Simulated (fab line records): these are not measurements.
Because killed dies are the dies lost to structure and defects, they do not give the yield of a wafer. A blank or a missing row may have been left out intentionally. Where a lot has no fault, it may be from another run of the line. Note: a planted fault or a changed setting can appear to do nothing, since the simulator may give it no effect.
fab line records    flow nandHarc
record lots=7  wafers=19  lastDay=25
route steps=1159 shown A_STAIRCASE@571 END@1159
lots untouched by any fault: they come from a run of this same line in which no faults occurred
startH: hours from the record's opening day to when the first of the lot's shown wafers began    waitH: how many hours have passed since the lot's step before this one    " same as the row above    L1.1+2: several wafers, shown together as one row    - no value, or no start given    * or withheld: withheld    < > ~ a bound
route shown NAME@n: names a module that has steps shown in the file, with the first one's number in the route    usual: mean and standard deviation over wafers with no fault    same: alike in all rows    chamber/n: place in a boat    sites: each site's reading    _std_site: how widely they spread, as a standard deviation    _edge_site: the outer-site mean with the inner-site mean subtracted    radiusMm: for every site, how far away it sits from the centre of the wafer    mask NAME#n: copy n    behind: the last tool/chamber to shape the wafer    hold: why the lot went on hold/how many hours it stayed there/how the hold came to an end    device: which transistor (n, p or np) failed to switch    end of line: the route-end tests of the same wafers    a step without rows: its recipe alone    killed: dies lost to structure and defects at the first sort, not the wafer's yield    map: a wafer's dies, x killed, . not, _ none there
set.NAME: the run value of the setting; set.NAME@STEP: its run value at that earlier step    model.NAME: the simulator's own value behind a step, which no gauge read
a table for each step, a row for each wafer; lots at some steps of the route
services: from which hour (startH, from the record's first day; less than 0 if before it) a tool's chamber was out of use, for how many hours, and why
## steps
# step NHARC_A_STAIRCASE_HMDS_177
# recipe timeS=30
# step NHARC_A_STAIRCASE_COAT_178
# recipe spinRpm=1200
# step NHARC_A_STAIRCASE_SOFTBAKE_179
# recipe tempC=135  timeS=170
# step NHARC_A_STAIRCASE_EBR_180
# step NHARC_A_STAIRCASE_EXPOSE_181
# recipe na=0.5  doseMj=27.87  maskId=STAIR_2
# step NHARC_A_STAIRCASE_PEB_182
# recipe pebTempC=115  pebTimeS=130
# step NHARC_A_STAIRCASE_DEVELOP_183
# recipe timeS=140
# step NHARC_A_STAIRCASE_HARDBAKE_185
# recipe tempC=120  timeS=140
# step NHARC_A_STAIRCASE_DESCUM_186
# recipe timeS=3  o2FlowSccm=200  arFlowSccm=0  biasPowerW=0  chemistry=O2
# usual drypumpMotorCurrentA=6.0/0.51  o2FlowSccm=200.0/0.65  oesProductAu=1.002/0.01  rfVppV=57.6/0.91  showerheadPlenumPTorr=1.87/0.074  throttleValvePct=11.311/0.0095
# same biasPowerW=0  timeS=3
lot.wafer  tool        chamber  startH  waitH  drypumpMotorCurrentA  o2FlowSccm  oesProductAu  rfHoursCounterH  rfVppV  showerheadPlenumPTorr  throttleValvePct
L974.3     rieDiel-11  1        272.22  -      5.3                   200.4       0.994         30               57.7    1.99                   11.310
L974.1     "           2        "       "      5.5                   200.2       1.002         17               58.2    1.84                   11.315
L974.6     "           0        "       "      6.2                   200.1       1.016         -                56.8    1.77                   11.314
L975.1     rieDiel-12  3        272.54  -      5.8                   201.1       0.996         21               57.3    1.85                   11.313
L975.4     "           2        "       "      5.6                   200.1       1.016         23               57.2    1.83                   11.313
L975.6     "           0        "       "      6.7                   200.6       1.019         -                58.5    1.89                   11.316
L978.1     rieDiel-11  2        294.52  -      5.5                   199.8       1.003         26               58.6    1.84                   11.323
L978.6     "           0        "       "      6.2                   200.0       1.007         -                57.6    1.77                   11.293
L978.5     "           1        "       "      5.3                   200.3       0.991         -                58.3    1.98                   11.311
L980.3     rieDiel-11  0        314.81  -      6.2                   198.7       1.010         47               57.4    1.77                   11.296
L980.1     "           2        "       "      5.5                   199.7       1.004         29               58.8    1.84                   11.304
L982.3     rieDiel-11  2        315.53  -      5.5                   199.4       0.994         30               58.5    1.84                   11.318
L982.1     "           0        "       "      6.2                   200.1       1.001         47               58.6    1.76                   11.314
L985.4     rieDiel-12  3        340.15  -      5.9                   200.9       0.991         45               57.8    1.85                   11.323
L985.1     "           0        "       "      6.7                   200.5       1.006         46               59.7    1.88                   11.308
L985.3     "           2        "       "      5.6                   200.2       1.007         47               57.2    1.82                   11.298
L991.4     rieDiel-02  0        383.32  -      6.6                   200.0       0.993         16               58.3    1.86                   11.310
L991.1     "           1        "       "      6.7                   199.4       0.999         16               57.4    1.87                   11.300
L991.5     "           0        "       "      6.5                   200.4       0.994         -                57.3    1.86                   11.303
# step NHARC_A_STAIRCASE_TRIM_187
# recipe timeS=211.2  o2FlowSccm=500  arFlowSccm=0  biasW=0  chemistry=O2
# usual drypumpMotorCurrentA=6.0/0.51  o2FlowSccm=500.1/1.6  oesProductAu=1.002/0.0094  rfVppV=57.5/0.79  showerheadPlenumPTorr=3.46/0.13  throttleValvePct=17.037/0.0094
# same timeS=211.2
lot.wafer  tool        chamber  startH  waitH  drypumpMotorCurrentA  o2FlowSccm  oesProductAu  rfHoursCounterH  rfVppV  showerheadPlenumPTorr  throttleValvePct
L974.3     rieDiel-11  1        272.29  0.1    5.3                   498.5       0.989         30               58.1    3.65                   17.029
L974.1     "           2        "       "      5.5                   500.7       1.003         17               57.5    3.41                   17.035
L974.6     "           2        "       "      5.5                   500.6       1.002         -                56.5    3.41                   17.038
L975.1     rieDiel-12  0        272.63  0.1    6.7                   499.6       0.995         21               57.1    3.48                   17.020
L975.4     "           1        "       "      5.4                   498.8       0.999         23               58.5    3.60                   17.029
L975.6     "           1        "       "      5.4                   499.7       0.999         -                58.3    3.60                   17.042
L978.1     rieDiel-11  3        294.63  0.1    6.4                   500.9       1.020         39               56.7    3.42                   17.045
L978.5     "           1        "       "      5.4                   495.6       1.000         -                56.5    3.65                   17.058
L978.6     "           2        "       "      5.5                   501.9       1.003         -                57.5    3.40                   17.045
L980.1     rieDiel-11  0        314.96  0.1    6.2                   498.7       0.998         47               56.9    3.27                   17.042
L980.3     "           1        "       "      5.3                   500.3       0.991         47               59.0    3.64                   17.053
L982.3     rieDiel-11  3        315.62  0.1    6.4                   501.1       1.018         46               56.9    3.42                   17.044
L982.1     "           0        "       "      6.2                   500.7       1.007         47               57.8    3.27                   17.032
L985.3     rieDiel-12  3        340.25  0.1    5.9                   498.6       0.985         45               57.7    3.41                   17.037
L985.1     "           0        "       "      6.7                   501.5       1.005         46               58.9    3.47                   17.034
L985.4     "           1        "       "      5.3                   502.7       1.004         47               56.7    3.59                   17.060
L991.1     rieDiel-02  3        383.58  0.2    6.1                   498.8       0.996         19               57.7    3.65                   17.056
L991.4     "           1        "       "      6.7                   498.9       1.003         16               58.5    3.45                   17.039
L991.5     "           3        "       "      6.1                   500.6       0.995         -                57.6    3.65                   17.027
# step NHARC_A_STAIRCASE_ETCH_188
# recipe targetDepthA=1000  timeS=40.5  ionEnergyEv=400  c4f8FlowSccm=20  o2FlowSccm=10  arFlowSccm=withheld  rfW=600  biasW=1000  chemistry=C4F8/O2
# usual oesProductAu=0.937/0.013  rfVppV=894/5
# same timeS=40.5
lot.wafer  tool        chamber  startH  waitH  oesProductAu  rfHoursCounterH  rfVppV
L974.1     rieDiel-11  0        -       -      0.967         31               885
L974.3     "           1        "       "      0.940         31               900
L974.6     "           3        "       "      0.959         -                894
L975.4     rieDiel-12  2        -       -      0.942         23               888
L975.1     "           3        "       "      0.927         22               892
L975.6     "           1        "       "      0.926         -                899
L978.1     rieDiel-11  3        -       -      0.957         39               891
L978.6     "           2        "       "      0.933         -                892
L978.5     "           3        "       "      0.945         -                893
L980.1     rieDiel-11  0        -       -      0.940         47               886
L980.3     "           1        "       "      0.924         47               901
L982.3     rieDiel-11  0        -       -      0.935         47               885
L982.1     "           1        "       "      0.926         47               899
L985.3     rieDiel-12  3        -       -      0.939         46               892
L985.4     "           0        "       "      0.951         46               893
L985.1     "           1        "       "      0.970         47               900
L991.4     rieDiel-02  3        -       -      0.930         19               900
L991.1     "           0        "       "      0.918         16               891
L991.5     "           1        "       "      0.946         -                893
# step NHARC_A_STAIRCASE_TRIM_189
# recipe timeS=211.2  o2FlowSccm=500  arFlowSccm=0  biasW=0  chemistry=O2
# usual drypumpMotorCurrentA=6.0/0.51  o2FlowSccm=500.2/1.5  oesProductAu=1.001/0.01  rfVppV=57.7/0.95  showerheadPlenumPTorr=3.46/0.12  throttleValvePct=17.036/0.0097
# same timeS=211.2
lot.wafer  tool        chamber  startH  waitH  drypumpMotorCurrentA  o2FlowSccm  oesProductAu  rfHoursCounterH  rfVppV  showerheadPlenumPTorr  throttleValvePct
L974.1     rieDiel-11  3        272.53  -      6.5                   501.6       1.022         30               56.5    3.43                   17.036
L974.3     "           1        "       "      5.3                   501.0       0.991         31               58.1    3.65                   17.043
L974.6     "           2        "       "      5.5                   501.9       0.986         -                57.1    3.41                   17.028
L975.4     rieDiel-12  1        272.96  -      5.4                   498.6       1.007         23               57.5    3.60                   17.039
L975.1     "           2        "       "      5.6                   501.4       1.014         23               57.5    3.38                   17.051
L975.6     "           0        "       "      6.7                   500.2       1.013         -                57.7    3.48                   17.037
L978.1     rieDiel-11  1        294.88  -      5.3                   501.2       0.873         39               57.6    3.65                   17.041
L978.5     "           0        "       "      6.2                   496.6       1.011         -                57.7    3.28                   17.048
L978.6     "           1        "       "      5.3                   497.6       1.001         -                58.7    3.65                   17.027
L980.1     rieDiel-11  3        315.21  -      6.4                   500.4       0.884         46               57.5    3.42                   17.041
L980.3     "           2        "       "      5.5                   499.2       0.868         30               57.8    3.40                   17.014
L982.3     rieDiel-11  2        315.90  -      5.5                   497.4       0.878         30               58.7    3.40                   17.030
L982.1     "           0        "       "      6.3                   498.4       0.885         47               55.6    3.27                   17.047
L985.3     rieDiel-12  2        340.47  -      5.6                   499.6       0.997         47               56.6    3.37                   17.033
L985.1     "           0        "       "      6.7                   501.7       0.996         46               58.8    3.47                   17.030
L985.4     "           1        "       "      5.4                   500.6       1.003         47               58.7    3.59                   17.023
L991.4     rieDiel-02  1        384.21  -      6.7                   498.6       1.005         17               59.0    3.45                   17.025
L991.1     "           2        "       "      5.4                   498.3       1.003         20               59.1    3.80                   17.035
L991.5     "           1        "       "      6.7                   499.6       1.008         -                57.0    3.45                   17.027
# step NHARC_A_STAIRCASE_ETCH_190
# recipe targetDepthA=1000  timeS=40.5  ionEnergyEv=400  c4f8FlowSccm=20  o2FlowSccm=10  arFlowSccm=withheld  rfW=600  biasW=1000  chemistry=C4F8/O2
# usual oesProductAu=0.938/0.012  rfVppV=894/4.9
# same timeS=40.5
lot.wafer  tool        chamber  startH  waitH  oesProductAu  rfHoursCounterH  rfVppV
L975.1     rieDiel-12  3        -       -      0.923         22               893
L975.4     "           0        "       "      0.927         22               894
L975.6     "           3        "       "      0.930         -                893
L974.3     rieDiel-11  0        -       -      0.920         31               886
L974.1     "           3        "       "      0.926         31               893
L974.6     "           1        "       "      0.925         -                901
L978.1     rieDiel-11  3        -       -      0.968         39               893
L978.6     "           2        "       "      0.955         -                891
L978.5     "           3        "       "      0.975         -                892
L980.1     rieDiel-11  0        -       -      0.935         47               887
L980.3     "           1        "       "      0.928         47               900
L982.1     rieDiel-11  3        -       -      0.948         47               893
L982.3     "           1        "       "      0.932         48               900
L985.4     rieDiel-12  2        -       -      0.934         47               889
L985.1     "           3        "       "      0.924         46               892
L985.3     "           1        "       "      0.955         47               897
L991.1     rieDiel-02  2        -       -      0.926         20               906
L991.4     "           1        "       "      0.926         17               893
L991.5     "           3        "       "      0.937         -                899
# step NHARC_END_SORT_01
# recipe tempC=25
# usual killedAtArray=27/11  killedAtOther=0.6/1  killedAtPeriphery=3.0/2.1  killedDies=31/12  killedOpen=3.2/1.7  killedShort=1.7/1.4
# same grossDies=677
lot.wafer  tool       chamber  startH  waitH  killedAtArray  killedAtOther  killedAtPeriphery  killedDies  killedOpen  killedShort
L975.1     prober-01  0        482.26  2.5    21             0              1                  22          4           1
L975.4     prober-01  0        484.66  3.4    20             0              3                  23          6           1
L975.6     prober-01  0        486.26  4.0    22             0              0                  22          2           3
L978.1     prober-02  0        489.22  2.5    21             0              2                  23          1           1
L978.5     prober-02  0        492.36  3.6    21             0              2                  23          1           1
L978.6     prober-02  0        493.15  3.9    20             0              4                  24          3           1
L974.1     prober-02  0        496.92  2.5    23             0              6                  29          3           2
L974.3     prober-02  0        498.50  3.1    40             0              5                  45          4           3
L974.6     prober-02  0        500.87  4.0    27             1              3                  31          5           3
L980.1     prober-01  0        511.35  2.5    22             1              2                  25          2           2
L980.3     prober-01  0        512.97  3.1    17             0              3                  20          1           0
L982.1     prober-02  0        512.37  2.5    20             1              1                  22          6           2
L982.3     prober-02  0        513.94  3.1    16             0              2                  18          2           1
L985.1     prober-01  0        540.00  2.5    44             3              6                  53          7           3
L985.3     prober-01  0        541.62  3.1    33             0              4                  37          0           2
L985.4     prober-01  0        542.43  3.4    38             1              2                  41          2           2
L991.1     prober-02  0        587.98  2.5    24             2              0                  26          1           5
L991.4     prober-02  0        590.35  3.4    26             2              4                  32          5           4
L991.5     prober-02  0        591.13  3.7    17             7              3                  27          4           1
# killed by level:class
L975.1 A_SGD_CUT:chamberFilmFlake=7 A_CHANNEL_HOLE_D1:chamberFilmFlake=3 A_CONTACT:chamberFilmFlake=3 A_SLIT:chamberFilmFlake=2 P_M0:geometricParticle:open=1 A_CHANNEL_FILL_D1:geometricParticle:short=1 A_CHANNEL_FILL_D1:geometricParticle:open=1 A_CONTACT:geometricParticle:open=1
L975.4 A_SGD_CUT:chamberFilmFlake=7 A_CHANNEL_HOLE_D1:chamberFilmFlake=4 A_CONTACT:geometricParticle:open=2 A_SLIT:chamberFilmFlake=2 P_CONTACT:geometricParticle:open=1 P_M0:geometricParticle:short=1 P_M2:geometricParticle:open=1 A_CHANNEL_HOLE_D1:geometricParticle:open=1
L975.6 A_CHANNEL_HOLE_D1:chamberFilmFlake=9 A_CHANNEL_FILL_D1:geometricParticle:short=3 A_BLC:geometricParticle:open=2 A_STAIRCASE:chamberFilmFlake=2 A_SGD_CUT:chamberFilmFlake=2 A_CONTACT:chamberFilmFlake=2 A_ZERO_WELL:chamberFilmFlake=1 A_SLIT:chamberFilmFlake=1
L978.1 A_CHANNEL_HOLE_D1:chamberFilmFlake=13 A_STAIRCASE:chamberFilmFlake=3 A_CONTACT:chamberFilmFlake=3 A_CONTACT:geometricParticle:short=1 A_M0:geometricParticle:open=1 P_ZERO_WELL:chamberFilmFlake=1 P_BONDPAD:chamberFilmFlake=1
L978.5 A_CHANNEL_HOLE_D1:chamberFilmFlake=12 A_STAIRCASE:chamberFilmFlake=5 A_CONTACT:chamberFilmFlake=2 A_CHANNEL_FILL_D1:geometricParticle:short=1 A_CONTACT:geometricParticle:open=1 P_STI:chamberFilmFlake=1 P_BONDPAD:chamberFilmFlake=1
L978.6 A_CHANNEL_HOLE_D1:chamberFilmFlake=8 A_STAIRCASE:chamberFilmFlake=4 A_CONTACT:chamberFilmFlake=4 P_GATE:chamberFilmFlake=3 P_CONTACT:geometricParticle:open=1 A_CHANNEL_HOLE_D1:geometricParticle:short=1 A_CHANNEL_FILL_D1:geometricParticle:open=1 A_CONTACT:geometricParticle:open=1
L974.1 A_CHANNEL_HOLE_D1:chamberFilmFlake=10 A_SLIT:chamberFilmFlake=8 A_CONTACT:chamberFilmFlake=2 P_GATE:chamberFilmFlake=2 P_STI:geometricParticle:open=1 P_GATE:geometricParticle:short=1 P_CONTACT:geometricParticle:open=1 A_ONON_D1:geometricParticle:short=1
L974.3 A_SLIT:chamberFilmFlake=15 A_CHANNEL_HOLE_D1:chamberFilmFlake=13 P_STI:chamberFilmFlake=3 A_STAIRCASE:chamberFilmFlake=2 A_SGD_CUT:chamberFilmFlake=2 A_CONTACT:chamberFilmFlake=2 P_CONTACT:geometricParticle:open=1 P_M0:geometricParticle:open=1
L974.6 A_CHANNEL_HOLE_D1:chamberFilmFlake=10 A_SLIT:chamberFilmFlake=10 P_CONTACT:geometricParticle:short=2 A_CONTACT:chamberFilmFlake=2 P_CONTACT:geometricParticle:open=1 A_ONON_D1:geometricParticle:open=1 A_CONTACT:geometricParticle:open=1 A_BLC:geometricParticle:open=1
L980.1 A_CHANNEL_HOLE_D1:chamberFilmFlake=15 A_WL_FILL:chamberFilmFlake=2 P_CONTACT:geometricParticle:open=1 A_CONTACT:geometricParticle:open=1 A_BLC:geometricParticle:short=1 A_M0:geometricParticle:short=1 P_GATE:chamberFilmFlake=1 A_STAIRCASE:chamberFilmFlake=1
L982.1 A_CHANNEL_HOLE_D1:chamberFilmFlake=5 A_STAIRCASE:chamberFilmFlake=5 A_CONTACT:geometricParticle:open=3 A_CONTACT:chamberFilmFlake=2 P_CONTACT:geometricParticle:open=1 A_ONON_D1:geometricParticle:open=1 A_CHANNEL_FILL_D1:geometricParticle:open=1 A_CHANNEL_FILL_D1:geometricParticle:short=1
L980.3 A_CHANNEL_HOLE_D1:chamberFilmFlake=10 A_STAIRCASE:chamberFilmFlake=2 A_WL_FILL:chamberFilmFlake=2 A_ONON_D1:geometricParticle:open=1 P_ZERO_WELL:chamberFilmFlake=1 P_GATE:chamberFilmFlake=1 P_CONTACT:chamberFilmFlake=1 A_ZERO_WELL:chamberFilmFlake=1
L982.3 A_CHANNEL_HOLE_D1:chamberFilmFlake=5 A_CONTACT:chamberFilmFlake=5 A_M1:chamberFilmFlake=3 A_STAIRCASE:chamberFilmFlake=2 P_GATE:geometricParticle:open=1 P_M0:geometricParticle:short=1 A_CHANNEL_FILL_D1:geometricParticle:open=1
L985.1 A_SLIT:chamberFilmFlake=17 A_STAIRCASE:chamberFilmFlake=12 A_CHANNEL_HOLE_D1:chamberFilmFlake=6 A_CONTACT:geometricParticle:open=4 P_STI:chamberFilmFlake=3 THIN_TSV:chamberFilmFlake=3 P_CONTACT:geometricParticle:open=1 P_M0:geometricParticle:short=1
L985.3 A_SLIT:chamberFilmFlake=15 A_STAIRCASE:chamberFilmFlake=6 P_STI:chamberFilmFlake=4 A_CHANNEL_HOLE_D1:chamberFilmFlake=4 A_CONTACT:chamberFilmFlake=4 A_CHANNEL_FILL_D1:geometricParticle:short=1 A_WL_FILL:geometricParticle:short=1 A_CHANNEL_FILL_D1:chamberFilmFlake=1
L985.4 A_SLIT:chamberFilmFlake=20 A_STAIRCASE:chamberFilmFlake=8 A_CHANNEL_HOLE_D1:chamberFilmFlake=4 A_CONTACT:chamberFilmFlake=2 P_M0:geometricParticle:open=1 A_CHANNEL_FILL_D1:geometricParticle:short=1 A_SGD_CUT:geometricParticle:open=1 A_M0:geometricParticle:short=1
L991.1 A_CONTACT:chamberFilmFlake=7 A_STAIRCASE:chamberFilmFlake=5 A_WL_FILL:geometricParticle:short=3 A_CHANNEL_HOLE_D1:chamberFilmFlake=3 THIN_TSV:chamberFilmFlake=2 A_ONON_D1:geometricParticle:short=1 A_CONTACT:geometricParticle:short=1 A_M0:geometricParticle:open=1
L991.4 A_CHANNEL_HOLE_D1:chamberFilmFlake=7 A_CONTACT:chamberFilmFlake=6 A_WL_FILL:chamberFilmFlake=4 A_CONTACT:geometricParticle:open=3 A_CHANNEL_FILL_D1:geometricParticle:short=2 A_STAIRCASE:chamberFilmFlake=2 THIN_TSV:chamberFilmFlake=2 P_CONTACT:geometricParticle:short=1
L991.5 A_CHANNEL_HOLE_D1:chamberFilmFlake=10 THIN_TSV:chamberFilmFlake=5 P_CONTACT:geometricParticle:open=2 A_CONTACT:chamberFilmFlake=2 A_SOURCE_PLATE:geometricParticle:open=1 A_WL_FILL:geometricParticle:short=1 P_CONTACT:chamberFilmFlake=1 STARTING-WAFER:geometricParticle:open=1
## services
tool        chamber  startH  hours  kind
rieDiel-11  0        248.55  -      clean
rieDiel-11  1        248.55  -      clean
rieDiel-11  2        248.55  -      clean
rieDiel-11  3        248.55  -      clean
rieDiel-02  1        259.67  8.8    repair
rieDiel-11  1        260.58  1.5    repair
rieDiel-11  0        273.11  -      clean
rieDiel-11  1        273.11  -      clean
rieDiel-11  2        273.11  -      clean
rieDiel-11  3        273.11  -      clean
rieDiel-11  0        297.61  -      clean
rieDiel-11  1        297.61  -      clean
rieDiel-11  2        297.61  -      clean
rieDiel-11  3        297.61  -      clean
rieDiel-12  3        318.14  2.6    repair
rieDiel-11  0        322.14  -      clean
rieDiel-11  1        322.14  -      clean
rieDiel-11  2        322.14  -      clean
rieDiel-11  3        322.14  -      clean
rieDiel-02  -        328.00  9.0    pm
rieDiel-11  0        346.64  -      clean
rieDiel-11  1        346.64  -      clean
rieDiel-11  -        366.56  9.0    pm
rieDiel-12  -        379.62  9.0    pm
## key
firstSign step=NHARC_A_STAIRCASE_TRIM_189  reading=oesProductAu  direction=down  sigmas=12  usual=1.001  struck=0.878
effect none on later readings
metAt NHARC_A_STAIRCASE_TRIM_189
struckWafers L978.1,L980.1,L980.3,L982.1,L982.3
testerLeftOut L978,L980,L982
onsetBetween 272.53 294.88
fault kind=processParameterDrift  tool=rieDiel-11  chamber=-  onsetH=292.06  steps=NHARC_A_STAIRCASE_TRIM_189  channel=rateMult  offset=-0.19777  shape=step  endH=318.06  scope=struckWafersOnly
# testerLeftOut: of these lots the tester's yield and bins aren't shown, on N5 and GAA mostly nor the transistor test; their killed dies are dies lost to structure and defects alone, not to doping, threshold or leakage, so they don't give the yield
